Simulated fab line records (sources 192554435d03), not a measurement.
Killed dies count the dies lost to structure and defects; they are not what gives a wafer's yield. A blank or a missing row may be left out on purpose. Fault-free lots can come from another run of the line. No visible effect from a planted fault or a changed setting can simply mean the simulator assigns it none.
The tool behind it: which one?    flow n5 finfet    24 lots, 72 wafers sampled, at 5 steps of a route of 1938

WHAT THE GAUGES SHOWED, per wafer
N5_BEOL_M6_INSPECT_13: inspects for defects (brightfield).
lot   measured      on                 raw defect count
L074  day 8 04:33   defect inspect-02  215 265 295
L076  day 8 20:18   defect inspect-01  410 663 542
L075  day 8 23:48   defect inspect-02  428 444 382
L077  day 9 05:10   defect inspect-01  360 321 361
L078  day 9 11:52   defect inspect-01  320 370 387
L079  day 9 16:21   defect inspect-02  445 516 420
L080  day 9 23:31   defect inspect-01  376 370 345
L081  day 10 00:41  defect inspect-02  302 416 389
L082  day 10 07:15  defect inspect-02  304 366 333
L083  day 10 15:15  defect inspect-02  447 449 444
L084  day 10 22:38  defect inspect-02  356 442 311
L085  day 11 04:16  defect inspect-02  352 354 465
L086  day 11 09:08  defect inspect-01  470 296 393
L087  day 11 19:41  defect inspect-01  347 359 425
L088  day 12 02:07  defect inspect-02  376 289 513
L089  day 12 03:08  defect inspect-01  424 293 399
L090  day 12 14:49  defect inspect-02  438 418 389
L091  day 12 10:32  defect inspect-01  411 563 329
L092  day 12 21:04  defect inspect-02  599 394 526
L093  day 13 05:54  defect inspect-02  345 278 422
L094  day 13 12:08  defect inspect-01  239 355 420
L095  day 13 19:22  defect inspect-02  365 264 347
L097  day 14 03:34  defect inspect-01  270 374 337
L096  day 14 04:21  defect inspect-01  381 313 280

N5_BEOL_M6_CD_MEAS_28 targets a cd of 40 nm.
lot   measured      on         cd nm (nm)
L074  day 8 07:49   cd sem-03  40.41 39.87 39.94
L076  day 8 23:15   cd sem-01  40.05 39.58 39.94
L075  day 9 02:10   cd sem-03  40.27 40.01 39.73
L077  day 9 07:26   cd sem-02  39.70 39.90 39.97
L078  day 9 14:01   cd sem-01  39.68 40.01 39.75
L079  day 9 17:53   cd sem-02  39.80 39.71 40.25
L080  day 10 02:40  cd sem-01  40.04 40.18 39.93
L081  day 10 02:50  cd sem-01  40.25 40.36 39.83
L082  day 10 09:47  cd sem-02  39.58 39.62 39.97
L083  day 10 17:31  cd sem-03  40.00 40.23 40.16
L084  day 11 00:28  cd sem-02  40.19 40.28 39.56
L085  day 11 06:13  cd sem-03  39.53 39.94 40.14
L086  day 11 11:01  cd sem-01  39.99 39.87 39.98
L087  day 11 21:38  cd sem-01  39.67 39.58 39.87
L088  day 12 04:12  cd sem-03  39.91 40.29 40.02
L089  day 12 05:06  cd sem-01  40.30 40.04 39.80
L090  day 12 15:44  cd sem-01  40.13 39.84 40.32
L091  day 12 13:17  cd sem-02  40.08 39.75 40.20
L092  day 12 23:17  cd sem-01  40.37 39.93 40.00
L093  day 13 07:47  cd sem-01  40.05 39.48 39.83
L094  day 13 15:15  cd sem-02  40.28 40.14 39.75
L095  day 14 01:01  cd sem-03  39.90 40.17 40.25
L097  day 14 04:38  cd sem-01  40.03 40.30 40.08
L096  day 14 05:24  cd sem-01  40.00 40.09 40.19

WHICH TOOL RAN EACH LOT (tool, then ch and the chambers of the sampled wafers, then the start)
lot   N5_BEOL_M5_STRIP_64                 N5_BEOL_M5_ANNEAL_51              N5_BEOL_M5_DEP_56
L074  rie diel-02 ch 0,1,2, day 7 17:02   rtp anneal-01 ch 0, day 8 01:24   pecvd-02 ch 0,2, day 8 02:13
L076  rie diel-06 ch 1,2,3, day 8 09:29   rtp anneal-01 ch 0, day 8 16:55   pecvd-02 ch 0,1,2, day 8 18:01
L075  rie diel-06 ch 2,3, day 8 11:01     rtp anneal-02 ch 0, day 8 19:55   pecvd-03 ch 0,1, day 8 20:48
L077  rie diel-02 ch 1,2,3, day 8 17:14   rtp anneal-01 ch 0, day 9 01:53   pecvd-03 ch 0,2, day 9 02:56
L078  rie diel-02 ch 0,1, day 9 00:50     rtp anneal-02 ch 0, day 9 08:29   pecvd-02 ch 0,2, day 9 09:13
L079  rie diel-02 ch 0,1,2, day 9 06:55   rtp anneal-01 ch 0, day 9 14:04   pecvd-03 ch 0,1, day 9 14:51
L080  rie diel-06 ch 1,2,3, day 9 12:17   rtp anneal-01 ch 0, day 9 20:28   pecvd-01 ch 0,1, day 9 21:15
L081  rie diel-05 ch 1,2, day 9 13:44     rtp anneal-01 ch 0, day 9 22:19   pecvd-01 ch 1, day 9 23:04
L082  rie diel-06 ch 0,3, day 9 19:35     rtp anneal-01 ch 0, day 10 04:31  pecvd-03 ch 0,1,2, day 10 05:18
L083  rie diel-05 ch 0,1,2, day 10 03:52  rtp anneal-02 ch 0, day 10 11:49  pecvd-01 ch 0,1, day 10 12:46
L084  rie diel-06 ch 2,3, day 10 12:02    rtp anneal-02 ch 0, day 10 19:35  pecvd-01 ch 0,1, day 10 20:24
L085  rie diel-05 ch 0,2,3, day 10 15:32  rtp anneal-01 ch 0, day 11 01:38  pecvd-03 ch 0,2, day 11 02:27
L086  rie diel-05 ch 1,2,3, day 10 22:46  rtp anneal-02 ch 0, day 11 06:59  pecvd-01 ch 0,2, day 11 07:46
L087  rie diel-06 ch 0,3, day 11 08:31    rtp anneal-02 ch 0, day 11 16:09  pecvd-02 ch 0,1, day 11 16:57
L088  rie diel-06 ch 0,2, day 11 15:16    rtp anneal-02 ch 0, day 11 22:34  pecvd-03 ch 0,1,2, day 11 23:21
L089  rie diel-02 ch 0,1,3, day 11 15:26  rtp anneal-02 ch 0, day 12 00:31  pecvd-01 ch 1,2, day 12 01:14
L090  rie diel-02 ch 0,1,3, day 11 22:02  rtp anneal-01 ch 0, day 12 10:12  pecvd-02 ch 0,1,2, day 12 10:52
L091  rie diel-06 ch 0,3, day 11 23:22    rtp anneal-01 ch 0, day 12 07:24  pecvd-01 ch 0,1,2, day 12 08:09
L092  rie diel-02 ch 1,3, day 12 06:24    rtp anneal-02 ch 0, day 12 17:49  pecvd-01 ch 1,2, day 12 18:33
L093  rie diel-05 ch 0,3, day 12 17:07    rtp anneal-01 ch 0, day 13 01:52  pecvd-01 ch 0,1,2, day 13 02:39
L094  rie diel-06 ch 0,1,3, day 13 01:38  rtp anneal-01 ch 0, day 13 09:32  pecvd-01 ch 1,2, day 13 10:17
L095  rie diel-02 ch 0,1,2, day 13 09:56  rtp anneal-01 ch 0, day 13 17:14  pecvd-03 ch 1,2, day 13 18:01
L097  rie diel-06 ch 0,1,2, day 13 17:04  rtp anneal-01 ch 0, day 14 01:00  pecvd-01 ch 0,2, day 14 01:45
L096  rie diel-05 ch 0,2, day 13 18:31    rtp anneal-01 ch 0, day 14 01:56  pecvd-02 ch 0,2, day 14 02:41
- N5_BEOL_M5_STRIP_64: strips in CF4.
- N5_BEOL_M5_ANNEAL_51: time 90 s.
- N5_BEOL_M5_DEP_56: deposits SiCN from 3MS/NH3, target thk 8 nm, time 14 s.

WHAT THE TOOLS THEMSELVES READ (means of the sampled wafers that have a number; where no wafer has one, the mark that the record gives instead)
N5_BEOL_M5_STRIP_64.
lot   tool         drypump motor current A (A)  oes product au (a.u.)  rf vpp V (V)  showerhead plenum p Torr (Torr)  throttle valve pct (%)
L074  rie diel-02  5.7                          0.75                   270.8         1.75                             13.49
L076  rie diel-06  5.3                          0.75                   270.1         1.78                             13.54
L075  rie diel-06  5.5                          0.79                   272.6         1.81                             13.40
L077  rie diel-02  5.8                          0.74                   270.3         1.78                             13.50
L078  rie diel-02  5.4                          0.74                   270.2         1.76                             13.50
L079  rie diel-02  5.7                          0.74                   269.8         1.75                             13.53
L080  rie diel-06  5.3                          0.75                   270.2         1.78                             13.55
L081  rie diel-05  5.6                          0.85                   272.7         1.84                             13.39
L082  rie diel-06  5.8                          0.82                   269.5         1.73                             13.35
L083  rie diel-05  5.7                          0.83                   271.6         1.83                             13.40
L084  rie diel-06  5.6                          0.78                   271.1         1.81                             13.44
L085  rie diel-05  5.4                          0.82                   271.2         1.82                             13.37
L086  rie diel-05  5.4                          0.83                   273.0         1.83                             13.38
L087  rie diel-06  5.7                          0.84                   270.1         1.78                             13.35
L088  rie diel-06  5.5                          0.85                   271.9         1.84                             13.40
L089  rie diel-02  5.5                          0.73                   271.9         1.78                             13.54
L090  rie diel-02  5.5                          0.73                   271.2         1.78                             13.54
L091  rie diel-06  5.8                          0.80                   269.0         1.72                             13.38
L092  rie diel-02  5.8                          0.73                   270.6         1.76                             13.47
L093  rie diel-05  5.8                          0.81                   271.2         1.79                             13.45
L094  rie diel-06  5.4                          0.84                   268.9         1.75                             13.37
L095  rie diel-02  5.7                          0.71                   269.7         1.74                             13.60
L097  rie diel-06  5.2                          0.84                   271.8         1.82                             13.40
L096  rie diel-05  5.7                          0.79                   272.9         1.82                             13.46

N5_BEOL_M5_ANNEAL_51.
lot   tool           wafer_temp_C_max
L074  rtp anneal-01  226.19
L076  rtp anneal-01  226.13
L075  rtp anneal-02  226.16
L077  rtp anneal-01  226.08
L078  rtp anneal-02  226.20
L079  rtp anneal-01  225.93
L080  rtp anneal-01  226.32
L081  rtp anneal-01  226.26
L082  rtp anneal-01  225.68
L083  rtp anneal-02  226.03
L084  rtp anneal-02  226.04
L085  rtp anneal-01  226.00
L086  rtp anneal-02  226.33
L087  rtp anneal-02  226.15
L088  rtp anneal-02  225.90
L089  rtp anneal-02  226.03
L090  rtp anneal-01  226.07
L091  rtp anneal-01  225.78
L092  rtp anneal-02  226.23
L093  rtp anneal-01  225.99
L094  rtp anneal-01  226.02
L095  rtp anneal-01  225.81
L097  rtp anneal-01  226.06
L096  rtp anneal-01  226.21

N5_BEOL_M5_DEP_56.
lot   tool      showerhead plenum p Torr (Torr)  throttle valve pct (%)
L074  pecvd-02  3.654                            9.2
L076  pecvd-02  3.661                            9.4
L075  pecvd-03  3.673                            9.3
L077  pecvd-03  3.675                            9.1
L078  pecvd-02  3.658                            9.5
L079  pecvd-03  3.669                            9.2
L080  pecvd-01  3.662                            9.5
L081  pecvd-01  3.685                            10.6
L082  pecvd-03  3.674                            9.1
L083  pecvd-01  3.658                            9.5
L084  pecvd-01  3.673                            10.0
L085  pecvd-03  3.675                            9.0
L086  pecvd-01  3.654                            9.1
L087  pecvd-02  3.660                            9.6
L088  pecvd-03  3.670                            9.1
L089  pecvd-01  3.681                            10.2
L090  pecvd-02  3.662                            9.2
L091  pecvd-01  3.671                            9.4
L092  pecvd-01  3.677                            10.1
L093  pecvd-01  3.669                            9.4
L094  pecvd-01  3.673                            9.6
L095  pecvd-03  3.671                            9.3
L097  pecvd-01  3.654                            8.9
L096  pecvd-02  3.654                            9.1

THE ANSWER, worked out from the rows above alone
Rule: what is usual is taken from the lots themselves. The widest of any qualifying gaps counts: lots, ordered by their means at a reading, are off when they make up no more than a third of the lots, leave a main group of 4 or more, and stand apart from it by 3 or more times the standard deviation of that group's means. If all means in a main group match to the digits the tables above print for the reading, that group is not used. A lot without any number at a reading at which 4 lots or more have one is off too. Any other lot the step has rows for is counted as sound. After the gauges, taken in route order, come the tools' own readings; for these a lot's mean is taken, as printed above. At the first step where some lot is off, the reading lying furthest off is the one used; lots without a number count as furthest.
Nothing can be told from this: no lot is off at any reading shown.

WHAT THE SIMULATOR HAD INSERTED
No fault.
